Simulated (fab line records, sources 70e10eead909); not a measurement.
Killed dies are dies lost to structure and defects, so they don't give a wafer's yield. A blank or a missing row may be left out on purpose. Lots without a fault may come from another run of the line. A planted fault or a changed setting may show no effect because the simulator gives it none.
fab line records | flow nand_harc
record lots=7 wafers=19 last_day=23
route steps=1159 shown A_SLIT@797 A_SIN_REMOVE@804 A_WL_FILL@809
lots that met no fault: from a run of the same line without faults
start_h: hours from the record's first day to the start of the lot's first wafer shown | wait_h: hours since the lot's step before | " the same as in the row above | L1.1+2: a row that stands for several wafers | - no value, or no start given | * or withheld: withheld | < > ~ a bound
route shown NAME@n: a module of which the file shows steps, and the number in the route of the first | usual: mean/standard deviation of fault-free wafers | same: alike in all rows | chamber/n: place in a boat | sites: the reading at each site | _std_site: their standard deviation | _edge_site: outer sites' mean less inner sites' | radius_mm: how far each site lies from the wafer's centre | mask NAME#n: copy n | behind: the tool/chamber that last shaped the wafer | hold: why the lot was held/for how many hours/how that ended | device: the transistor (n, p or np) that didn't switch | end of line: the same wafers' tests at the end of the route | a step without rows: its recipe alone | killed: dies lost to structure and defects at the first sort, not the wafer's yield | map: a wafer's dies, x killed, . not, _ none there
set.NAME: the setting as run; set.NAME@STEP: as run at that earlier step | model.NAME: the simulator's own value behind a step, which no gauge read
lots at some steps of the route; a table a step, a row a wafer
services: from which hour (start_h, from the record's first day; less than 0 if before it) a tool's chamber was out of use, for how many hours, and why
## steps
# step NHARC_A_SLIT_ETCH_26
# recipe bias_v=400 source_w=2000 pressure_mtorr=25 time_s=90 ar_flow_sccm=375 c4f8_flow_sccm=41.7 o2_flow_sccm=83.3 target_depth_a=4000 chemistry=C4F8/O2/Ar
# usual drypump_motor_current_A=5.4/0.43 showerhead_plenum_p_Torr=3.64/0.098 throttle_valve_pct=27.620/0.0092
# columns lot.wafer tool chamber start_h wait_h drypump_motor_current_A rf_hours_counter_h showerhead_plenum_p_Torr throttle_valve_pct
L127.3 har_etch-02 1 345.17 0.8 5.3 - 3.54 27.611
L127.4 " 0 " " 5.9 - 3.79 27.632
L127.5 " 1 " " 5.3 - 3.54 27.619
L128.2 har_etch-01 1 364.59 1.2 4.7 19 3.66 27.622
L128.1 " 0 " " 5.7 19 3.60 27.615
L128.4 " 0 " " 5.7 - 3.60 27.624
L130.1 har_etch-02 1 375.09 1.2 5.3 200 3.53 27.619
L130.2 " 0 " " 5.9 200 3.78 27.628
L130.3 " 0 " " 5.9 - 3.78 27.622
L132.2 har_etch-01 1 381.54 1.0 4.7 28 3.66 27.608
L132.5 " 0 " " 5.7 - 3.60 27.614
L131.2 har_etch-02 0 387.01 1.2 5.9 206 3.78 27.625
L131.1 " 1 " " 5.3 206 3.53 27.611
L137.1 har_etch-01 1 401.23 1.2 4.7 38 3.65 27.634
L137.2 " 0 " " 5.6 38 3.59 27.617
L137.3 " 0 " " 5.7 - 3.59 27.617
L139.2 har_etch-02 0 411.88 1.0 5.8 219 3.77 27.616
L139.5 " 1 " " 5.3 - 3.52 27.631
L139.6 " 0 " " 5.9 - 3.77 27.620
# step NHARC_A_SLIT_STRIP_28
# recipe o2_flow_sccm=400 cos_flow_sccm=20 ar_flow_sccm=0 bias_w=0 chemistry=O2/COS
# step NHARC_A_SLIT_ETCH_29
# recipe target_depth_a=1000 overetch_a=100 time_s=55 ion_energy_ev=100 cf4_flow_sccm=80 o2_flow_sccm=20 ar_flow_sccm=0 rf_w=300 bias_w=100 chemistry=CF4/O2
# usual drypump_motor_current_A=5.6/0.54 oes_f_703_au=1.001/0.0039 oes_product_au=1.002/0.011 rf_vpp_V=198.0/1.3 showerhead_plenum_p_Torr=1.34/0.052 throttle_valve_pct=13.398/0.0091
# columns lot.wafer tool chamber start_h wait_h drypump_motor_current_A oes_f_703_au oes_product_au rf_hours_counter_h rf_vpp_V showerhead_plenum_p_Torr throttle_valve_pct
L127.4 rie_diel-12 1 345.73 0.1 6.5 0.993 0.996 7 198.7 1.33 13.404
L127.3 " 3 " " 6.1 0.998 0.987 6 198.9 1.38 13.403
L127.5 " 1 " " 6.5 1.000 0.997 - 198.9 1.33 13.402
L128.2 rie_diel-11 2 365.20 0.1 4.7 1.008 0.992 12 196.6 1.28 13.405
L128.1 " 3 " " 5.3 1.002 1.009 10 200.1 1.41 13.410
L128.4 " 1 " " 5.8 1.004 1.007 12 195.9 1.30 13.420
L130.3 rie_diel-12 2 375.72 0.1 5.8 1.008 1.012 9 195.7 1.27 13.399
L130.2 " 0 " " 5.8 0.998 1.022 10 198.3 1.37 13.408
L130.1 " 1 " " 6.5 1.003 0.995 9 197.7 1.33 13.406
L132.2 rie_diel-11 0 382.14 0.1 5.6 1.000 0.983 0 200.3 1.42 13.409
L132.5 " 3 " " 5.3 1.002 1.006 - 199.6 1.40 13.391
L131.2 rie_diel-11 2 387.63 0.1 4.7 1.003 1.001 2 196.1 1.28 13.403
L131.1 " 0 " " 5.7 1.003 0.994 1 200.3 1.42 13.406
L137.2 rie_diel-12 2 401.84 0.1 5.8 0.994 0.980 0 196.9 1.27 13.402
L137.3 " 0 " " 5.8 0.998 1.007 1 199.3 1.37 13.393
L137.1 " 1 " " 6.5 0.997 0.991 1 197.3 1.33 13.391
L139.2 rie_diel-01 0 412.47 0.1 5.1 1.005 1.013 8 197.1 1.30 13.388
L139.5 " 2 " " 5.3 0.999 0.999 - 197.3 1.38 13.395
L139.6 " 3 " " 5.2 1.003 0.998 - 197.9 1.31 13.394
# step NHARC_A_SLIT_STRIP_18
# recipe o2_flow_sccm=500 ar_flow_sccm=0 bias_w=0 chemistry=O2
# usual drypump_motor_current_A=5.6/0.52 oes_product_au=1.004/0.012 rf_vpp_V=57.8/0.87 showerhead_plenum_p_Torr=3.55/0.13 throttle_valve_pct=17.036/0.009
# columns lot.wafer tool chamber start_h wait_h drypump_motor_current_A oes_product_au rf_hours_counter_h rf_vpp_V showerhead_plenum_p_Torr throttle_valve_pct
L127.4 rie_diel-12 1 - - 6.5 1.012 7 56.4 3.52 17.042
L127.3 " 2 " " 5.9 1.026 6 55.9 3.36 17.023
L127.5 " 1 " " 6.5 1.011 - 58.6 3.52 17.033
L128.1 rie_diel-11 0 - - 5.7 1.013 12 57.0 3.74 17.040
L128.2 " 2 " " 4.7 0.990 12 56.7 3.38 17.042
L128.4 " 3 " " 5.3 1.010 10 58.4 3.71 17.048
L130.1 rie_diel-12 1 - - 6.5 0.996 9 60.0 3.52 17.027
L130.3 " 2 " " 5.8 1.008 9 57.1 3.36 17.026
L130.2 " 0 " " 5.9 1.035 10 58.4 3.62 17.040
L132.2 rie_diel-11 1 - - 5.8 1.008 0 57.9 3.43 17.031
L132.5 " 2 " " 4.7 0.985 - 57.5 3.38 17.040
L131.1 rie_diel-11 0 - - 5.6 1.001 1 58.7 3.74 17.035
L131.2 " 3 " " 5.3 1.013 1 58.3 3.70 17.043
L137.2 rie_diel-12 1 - - 6.5 0.988 1 56.4 3.52 17.041
L137.3 " 2 " " 5.8 0.995 0 57.6 3.36 17.030
L137.1 " 0 " " 5.8 1.012 1 59.2 3.62 17.039
L139.2 rie_diel-01 1 - - 6.5 1.002 7 57.1 3.61 17.011
L139.5 " 2 " " 5.3 0.987 - 58.0 3.65 17.037
L139.6 " 3 " " 5.2 0.998 - 58.5 3.46 17.042
# step NHARC_A_SLIT_PRECLEAN_19
# recipe time_s=* temp_c=50 bath_age_min=0 chemistry=SC1
# step NHARC_A_SLIT_SRD_20
# step NHARC_A_SLIT_CD_MEAS_21
# usual cd_nm=289.6/0.82
# columns lot.wafer tool chamber start_h wait_h cd_nm
L127.3 cd_sem-01 - 346.27 - 289.5
L127.4 " - " " 289.4
L127.5 " - " " 289.9
L128.1 cd_sem-01 - 365.73 - 288.2
L128.2 " - " " 287.5
L128.4 " - " " 287.9
L130.1 cd_sem-01 - 376.32 - 290.0
L130.2 " - " " 290.5
L130.3 " - " " 289.2
L132.2 cd_sem-02 - 382.66 - 289.4
L132.5 " - " " 289.9
L131.1 cd_sem-02 - 388.15 - 289.5
L131.2 " - " " 290.2
L137.1 cd_sem-03 - 402.37 - 289.8
L137.2 " - " " 290.0
L137.3 " - " " 289.4
L139.2 cd_sem-03 - 413.01 - 287.9
L139.5 " - " " 288.5
L139.6 " - " " 287.8
# step NHARC_A_SIN_REMOVE_WET_00
# recipe temp_c=160 time_s=15300 chemistry=H3PO4
# step NHARC_A_SIN_REMOVE_PRECLEAN_01
# recipe time_s=* temp_c=50 bath_age_min=0 chemistry=SC1
# step NHARC_A_SIN_REMOVE_SRD_02
# step NHARC_A_SIN_REMOVE_INSPECT_04
# usual raw_defect_count=307/80
# columns lot.wafer tool chamber start_h wait_h raw_defect_count
L127.3 defect_inspect-01 - 353.99 0.0 194
L127.4 " - " " 215
L127.5 " - " " 219
L128.1 defect_inspect-02 - 373.40 0.0 241
L128.2 " - " " 226
L128.4 " - " " 276
L130.1 defect_inspect-01 - 384.01 0.0 303
L130.2 " - " " 578
L130.3 " - " " 497
L132.2 defect_inspect-02 - 390.42 0.0 409
L132.5 " - " " 284
L131.1 defect_inspect-02 - 395.89 0.0 518
L131.2 " - " " 279
L137.1 defect_inspect-01 - 410.03 0.0 331
L137.2 " - " " 283
L137.3 " - " " 283
L139.2 defect_inspect-01 - 419.03 0.0 236
L139.5 " - " " 186
L139.6 " - " " 487
# step NHARC_A_WL_FILL_ALD_00
# recipe target_thk_a=30 pulse_time_s=3 ald_cycles=30 temp_c=300 material=Al2O3
# usual ald_cycles=30/0 heater_power_w=486/44 precursor_pulse_height_rel=1.001/0.02
# columns lot.wafer tool chamber start_h wait_h ald_cycles heater_power_w precursor_pulse_height_rel
L127.3 ald_hk-03 2 354.05 0.1 30 439 0.982
L127.4 " 3 " " 30 486 1.005
L127.5 " 2 " " 30 439 1.008
L128.4 ald_hk-01 0 375.91 2.5 30 479 0.995
L128.1 " 1 " " 30 556 0.999
L128.2 " 2 " " 30 500 1.034
L130.2 ald_hk-04 1 384.08 0.1 30 585 0.986
L130.1 " 3 " " 30 448 0.981
L130.3 " 0 " " 30 518 1.013
L132.2 ald_hk-03 0 390.57 0.1 41 467 0.990
L132.5 " 2 " " 30 446 1.027
L131.2 ald_hk-03 1 395.98 0.1 41 461 0.998
L131.1 " 3 " " 41 493 1.041
L137.3 ald_hk-03 1 410.10 0.1 30 469 1.008
L137.2 " 2 " " 41 438 1.044
L137.1 " 3 " " 41 500 0.993
L139.2 ald_hk-01 3 420.94 1.9 30 447 1.007
L139.6 " 2 " " 30 497 1.003
L139.5 " 3 " " 30 446 1.000
# step NHARC_A_WL_FILL_RTA_01
# recipe temp_c=1000 time_s=5
# usual lamp_power_pct=32/3.5 wafer_temp_C_max=1005.5/2.6
# columns lot.wafer tool chamber start_h wait_h lamp_power_pct wafer_temp_C_max
L127.3 rtp_anneal-02 0 354.39 - 35 1006.9
L127.4 " 0 " " 35 1009.4
L127.5 " 0 " " 35 1007.1
L128.1 rtp_anneal-01 0 376.15 - 28 1002.7
L128.2 " 0 " " 28 1002.9
L128.4 " 0 " " 28 1003.0
L130.1 rtp_anneal-01 0 384.34 - 28 1004.2
L130.2 " 0 " " 28 1002.9
L130.3 " 0 " " 28 1003.3
L132.2 rtp_anneal-01 0 390.78 - 28 1003.0
L132.5 " 0 " " 28 1002.3
L131.1 rtp_anneal-01 0 396.23 - 28 1003.1
L131.2 " 0 " " 28 1002.2
L137.1 rtp_anneal-02 0 410.36 - 35 1006.2
L137.2 " 0 " " 35 1006.7
L137.3 " 0 " " 35 1007.4
L139.2 rtp_anneal-02 0 421.37 - 35 1009.5
L139.5 " 0 " " 35 1005.9
L139.6 " 0 " " 35 1007.2
## services
# columns tool chamber start_h hours kind
ald_hk-03 - 322.43 10.0 pm
rie_diel-11 3 324.09 12.4 repair
rie_diel-12 0 333.46 - clean
rie_diel-12 1 333.46 - clean
rie_diel-12 2 333.46 - clean
rie_diel-12 3 333.46 - clean
rie_diel-12 0 357.96 - clean
rie_diel-12 1 357.96 - clean
rie_diel-12 2 357.96 - clean
rie_diel-12 3 357.96 - clean
rie_diel-12 3 365.40 15.0 repair
rie_diel-11 - 366.50 9.0 pm
ald_hk-04 - 375.84 0.8 repair
rie_diel-12 - 379.46 9.0 pm
rie_diel-12 0 379.46 9.0 vent_cycle
rie_diel-12 1 379.46 9.0 vent_cycle
rie_diel-12 2 379.46 9.0 vent_cycle
rie_diel-12 0 388.46 - clean
rie_diel-12 1 388.46 - clean
rie_diel-12 2 388.46 - clean
rie_diel-12 3 388.46 - clean
rie_diel-12 0 412.96 - clean
rie_diel-12 1 412.96 - clean
rie_diel-12 - 420.74 14.0 repair
## key
first_sign step=NHARC_A_WL_FILL_ALD_00 reading=ald_cycles direction=up sigmas=99+ usual=30 struck=41
effect none on later readings
met_at NHARC_A_WL_FILL_ALD_00
struck_wafers L131.1,L131.2,L132.2,L137.1,L137.2
tester_left_out L131,L132,L137
onset_between 354.05 390.57
fault kind=process_parameter_drift tool=ald_hk-03 chamber=- onset_h=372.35 steps=NHARC_A_WL_FILL_ALD_00 channel=ald_cycles offset=11 shape=step end_h=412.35 scope=struck_wafers_only acts_in=these_recipes_only stated=30
# tester_left_out: of these lots the tester's yield and bins aren't shown, on N5 and GAA mostly nor the transistor test; their killed dies are dies lost to structure and defects alone, not to doping, threshold or leakage, so they don't give the yield
